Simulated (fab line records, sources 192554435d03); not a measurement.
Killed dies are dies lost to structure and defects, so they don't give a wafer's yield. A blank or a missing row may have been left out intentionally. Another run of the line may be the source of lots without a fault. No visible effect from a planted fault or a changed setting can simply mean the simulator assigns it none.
Chamber matching + flow n5Finfet + N5_MOL_CONTACT_COAG_ALD_27 on aldSin-02: 4 sister chambers
The step deposits SiOC, target thk 17 nm, pulse time 1.5 s, time 2720 s. 4 wafers are shown with their chamber, then 9 later ones without.

== WAFERS PAIRED WITH THEIR CHAMBERS ==
| wafer  | chamber | heaterPowerW (W) |
|--------|---------|------------------|
| L083.5 | 1       | 1151             |
| L086.1 | 0       | 960              |
| L086.3 | 3       | 857              |
| L086.4 | 2       | 784              |

== WAFERS WITH NO CHAMBER GIVEN ==
| wafer  | heaterPowerW (W) |
|--------|------------------|
| L087.1 | 954              |
| L087.3 | 850              |
| L087.6 | 1112             |
| L088.1 | 1106             |
| L088.2 | 792              |
| L088.3 | 956              |
| L088.4 | 835              |
| L088.5 | 862              |
| L088.6 | 940              |

== THE CHAMBER EACH PASSED THROUGH ==
| wafer  | from the rows above     | in truth |
|--------|-------------------------|----------|
| L087.1 | 0                       | 0        |
| L087.3 | 3                       | 3        |
| L087.6 | 1                       | 1        |
| L088.1 | 1                       | 1        |
| L088.2 | 2                       | 2        |
| L088.3 | 0                       | 0        |
| L088.4 | can't be placed: 3 or 2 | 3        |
| L088.5 | 3                       | 3        |
| L088.6 | 0                       | 0        |
Correct placement for 8 of the 9. These rows do not allow placing 1 (true chamber among the candidates in 1). Number placed wrongly: 0.
How it was worked out, from the rows above alone: a wafer's distance from a chamber is the root of the sum, over the readings, of the square of ((its reading less the chamber's mean) divided by the reading's scatter). If the next closest chamber is less than 2 further off than the closest, the wafer can't be placed; otherwise it belongs to the closest. The mean given for a chamber averages the wafers shown for that chamber. The scatter (one wafer shown for each chamber): square how far every hidden wafer sits from the nearest shown wafer, average those squares and take the square root.
